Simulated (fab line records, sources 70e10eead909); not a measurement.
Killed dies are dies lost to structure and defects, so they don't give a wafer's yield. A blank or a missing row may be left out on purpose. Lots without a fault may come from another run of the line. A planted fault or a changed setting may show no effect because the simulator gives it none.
A struck lot beside a sound one | flow nand_harc | 13 steps out of a route of 1302
Sound: wafers L537.1, L537.3, L537.4. Struck: wafers L528.4, L528.5, L528.6. The cause comes at the end.
At each step with rows: each side's tool, then ch and its chambers, then its first start. Under that, the readings that differ: sound wafers | struck wafers | difference of the means | sigmas: that difference in standard deviations of wafers without a fault.
alike: readings whose means differ by less than 2 such deviations, and words and numbers that are the same on both sides. not compared: withheld readings, readings that some wafer has no value for, bounds like >300 that may hide the same value, and numbers for which the record gives no deviation and whose values overlap.
The two part at a step that has a row with sigmas, a row that says differs or no value, or rows on one side only. Numbers that don't overlap but have no deviation are shown without sigmas and don't part them. A reading that every wafer of one side lacks parts them only if that side has two wafers or more.

NHARC_A_CHANNEL_FILL_D1_THK_MEAS_06: measures by ellipsometry.
  sound on film_metro-01, day 16 17:47; struck on film_metro-02, day 13 01:47
  alike: thk_nm
NHARC_A_CHANNEL_FILL_D1_ALD_25: deposits SiOx, target thk 60 nm, pulse time 10 s, ald cycles 600.
  sound on ald_hk-01 ch 1,2,3, day 16 17:51; struck on ald_hk-02 ch 0,3, day 13 02:28
  alike: heater_power_w, precursor_pulse_height_rel, susceptor_temp_C
NHARC_A_CHANNEL_FILL_D1_ETCHBACK_08: etches the open film in C4F8, target depth 220 nm, time 110 s.
  sound on rie_diel-04 ch 2,3; struck on rie_diel-04 ch 1,2,3
  alike: chamber_pressure_mTorr, oes_product_au, rf_vpp_V
  not compared: rf_hours_counter_h
NHARC_A_CHANNEL_FILL_D1_STRIP_29: strips in O2, time 20 s.
  sound on rie_diel-04 ch 2,3, day 16 23:37; struck on rie_diel-04 ch 0,1
  reading               | sound             | struck            | difference | sigmas
  oes_product_au (a.u.) | 0.987 0.987 0.983 | 1.008 1.006 1.006 | +0.021     | +2
  alike: drypump_motor_current_A, o2_flow_sccm, rf_vpp_V, showerhead_plenum_p_Torr, throttle_valve_pct
  not compared: rf_hours_counter_h
then, 3 steps without rows for these wafers: NHARC_A_CHANNEL_FILL_D1_PRECLEAN_30 (cleans in dHF, time 30 s); NHARC_A_CHANNEL_FILL_D1_SRD_31; NHARC_A_CHANNEL_FILL_D1_CVD_09 (deposits poly-Si, target thk 150 nm, time 3000 s).
NHARC_A_CHANNEL_FILL_D1_CMP_10: polishes, target thk 150 nm.
  sound on cmp-03 ch 0,2,3, day 17 05:05; struck on cmp-04 ch 0,3, day 13 13:22
  alike: motor_current_A, time_to_endpoint_s
then, 1 step without rows for these wafers: NHARC_A_CHANNEL_FILL_D1_SRD_12.
NHARC_A_CHANNEL_FILL_D1_INSPECT_13:
  sound on defect_inspect-02, day 17 05:30; struck on defect_inspect-02, day 13 13:47
  alike: raw_defect_count
NHARC_A_DECK1_JOINT_ETCHBACK_07: etches the open film in HBr, target depth 105 nm, time 26.9 s.
  sound on rie_si-04 ch 0,2,3, day 17 05:34; struck on rie_si-04 ch 0,1,3, day 13 13:53
  no value came back on the struck wafers for any of 7 readings (bias_w (W), chamber_pressure_mTorr (mTorr) and others); on the sound wafers bias_w (W) reads 59.84 60.03 60.02
then, 1 step without rows for these wafers: NHARC_A_DECK1_JOINT_ETCH_25 (etches SiO2 in dHF, target depth 0.5 nm).
-- the record jumps here: 14 days lie between the struck wafers' starts before and after (it left off in module A_DECK1_JOINT and takes up again in module END, whose first step shown is number 1302 of the route) --
NHARC_END_SORT_01:
  the record has rows for the struck wafers here (prober-01 ch 0, day 27 14:57) and none for the sound ones

WHERE THEY PART
First at NHARC_A_CHANNEL_FILL_D1_STRIP_29; last, within this record, at NHARC_END_SORT_01.

WHY: what the simulator had put in
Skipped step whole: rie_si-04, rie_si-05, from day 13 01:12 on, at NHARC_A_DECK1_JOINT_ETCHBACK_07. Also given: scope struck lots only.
